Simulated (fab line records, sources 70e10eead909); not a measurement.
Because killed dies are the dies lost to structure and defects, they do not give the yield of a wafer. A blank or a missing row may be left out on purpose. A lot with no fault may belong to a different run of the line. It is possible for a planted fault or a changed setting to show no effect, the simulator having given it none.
Chamber matching | flow nand harc | ald metal-01 running NHARC_A_BLC_ALD_23: 4 sister chambers
The step deposits TiN, target thk 3 nm, pulse time 1 s, ald cycles 150. 24 wafers are shown with their chamber, then 12 later ones without.

## WAFERS PAIRED WITH THEIR CHAMBERS
wafer  | chamber | heater power w (W) | precursor pulse height rel
L077.1 | 0       | 1301               | 1.037
L077.3 | 2       | 1174               | 0.974
L077.5 | 0       | 1322               | 0.985
L081.1 | 1       | 1080               | 1.008
L081.2 | 3       | 1002               | 1.049
L081.4 | 2       | 1144               | 1.022
L082.1 | 2       | 1165               | 1.000
L082.3 | 1       | 1087               | 0.992
L082.5 | 1       | 1097               | 1.005
L083.3 | 1       | 1107               | 1.018
L083.4 | 2       | 1136               | 1.013
L083.5 | 2       | 1171               | 1.005
L087.1 | 2       | 1179               | 1.003
L087.2 | 1       | 1098               | 0.996
L087.4 | 0       | 1316               | 0.972
L091.1 | 3       | 1012               | 0.978
L091.2 | 0       | 1333               | 0.993
L091.4 | 1       | 1035               | 1.007
L089.1 | 3       | 1041               | 1.005
L089.2 | 2       | 1202               | 0.999
L089.4 | 0       | 1344               | 1.001
L090.3 | 3       | 1039               | 0.990
L090.5 | 1       | 1087               | 1.015
L090.6 | 0       | 1320               | 0.991

SIGNATURES (averages over the wafers above)
reading                    | chamber 0 | chamber 1 | chamber 2 | chamber 3 | scatter within a chamber
heater power w             | 1322.67   | 1084.43   | 1167.29   | 1023.50   | 20.6
precursor pulse height rel | 0.99650   | 1.00586   | 1.00229   | 1.00550   | 0.0189
Rule: a wafer lies at a distance from a chamber equal to the root of the sum of squares, over the readings, of (its reading less the chamber's mean, divided by the reading's scatter). The wafer belongs to the nearest chamber; if the next one is less than 2 further off, it can't be placed. How the scatter is found: for the shown wafers, subtract from each reading the mean of its chamber, square and add these, divide the total by (wafers less chambers), then take the root.

## WAFERS MISSING THEIR CHAMBER
wafer  | heater power w (W) | precursor pulse height rel
L093.4 | 1329               | 1.005
L093.5 | 1349               | 0.990
L093.6 | 1071               | 1.000
L094.3 | 1026               | 0.996
L094.5 | 1042               | 0.997
L094.6 | 1222               | 1.003
L096.1 | 1040               | 1.008
L096.2 | 1117               | 1.001
L096.6 | 1013               | 1.009
L095.1 | 1203               | 0.990
L095.2 | 1206               | 0.982
L095.6 | 1098               | 1.003

## EACH ONE'S CHAMBER
wafer  | from the rows above     | in truth
L093.4 | 0                       | 0
L093.5 | 0                       | 0
L093.6 | can't be placed: 1 or 3 | 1
L094.3 | 3                       | 3
L094.5 | can't be placed: 3 or 1 | 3
L094.6 | 2                       | 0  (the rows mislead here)
L096.1 | can't be placed: 3 or 1 | 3
L096.2 | can't be placed: 1 or 2 | 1
L096.6 | 3                       | 3
L095.1 | 2                       | 2
L095.2 | 2                       | 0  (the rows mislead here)
L095.6 | 1                       | 1
Correct placement for 6 of the 12. From these rows, 4 cannot be placed; in 4 the true chamber is one of the candidates. Wrongly placed: 2.
